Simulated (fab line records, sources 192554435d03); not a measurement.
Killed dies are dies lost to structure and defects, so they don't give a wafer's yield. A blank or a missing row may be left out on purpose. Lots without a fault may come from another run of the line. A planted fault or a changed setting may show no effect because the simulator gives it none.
Which tool did it? | flow n5_finfet | 12 lots, 36 wafers sampled, at 1 step of a route of 1938

WHAT THE GAUGES READ, wafer by wafer
N5_GATE_CUT_THK_MEAS_24.
lot  | measured     | on            | GC_FILL_THK (nm)
L075 | day 4 19:49  | film_metro-01 | 217.3 217.8 221.5
L077 | day 5 09:31  | film_metro-01 | 221.9 220.0 220.5
L079 | day 5 21:21  | film_metro-01 | 220.3 221.9 222.5
L081 | day 6 09:40  | film_metro-01 | 216.5 215.0 217.3
L083 | day 6 20:53  | film_metro-01 | 219.8 218.6 220.5
L085 | day 7 11:15  | film_metro-02 | 220.8 223.6 222.7
L087 | day 7 22:35  | film_metro-02 | 217.0 217.2 218.7
L089 | day 8 07:13  | film_metro-02 | 218.4 219.1 220.4
L091 | day 8 21:25  | film_metro-02 | 221.6 220.8 222.1
L093 | day 9 05:41  | film_metro-02 | 218.7 221.2 222.6
L095 | day 9 23:33  | film_metro-01 | 218.0 220.1 220.6
L097 | day 10 08:26 | film_metro-02 | 218.6 224.0 223.9

WHICH TOOL RAN EACH LOT (tool, then ch and the chambers of the sampled wafers, then the start)
The record holds no process step before these readings.

THE ANSWER, worked out from the rows above alone
Rule: what is usual is taken from the lots themselves. Put in order of their means at a reading, lots are off if they are a third of the lots or fewer, leave a main group of 4 or more, and stand apart from it by a gap of 3 or more times the standard deviation of the main group's means; of several such gaps the widest counts. A main group whose means are all the same, to the digits that the tables above print for the reading, isn't used. A lot without any number at a reading at which 4 lots or more have one is off too. The other lots that the step has rows for count as sound.
No lot is off at any reading shown: from this, nothing can be told.

WHAT THE SIMULATOR HAD PUT IN
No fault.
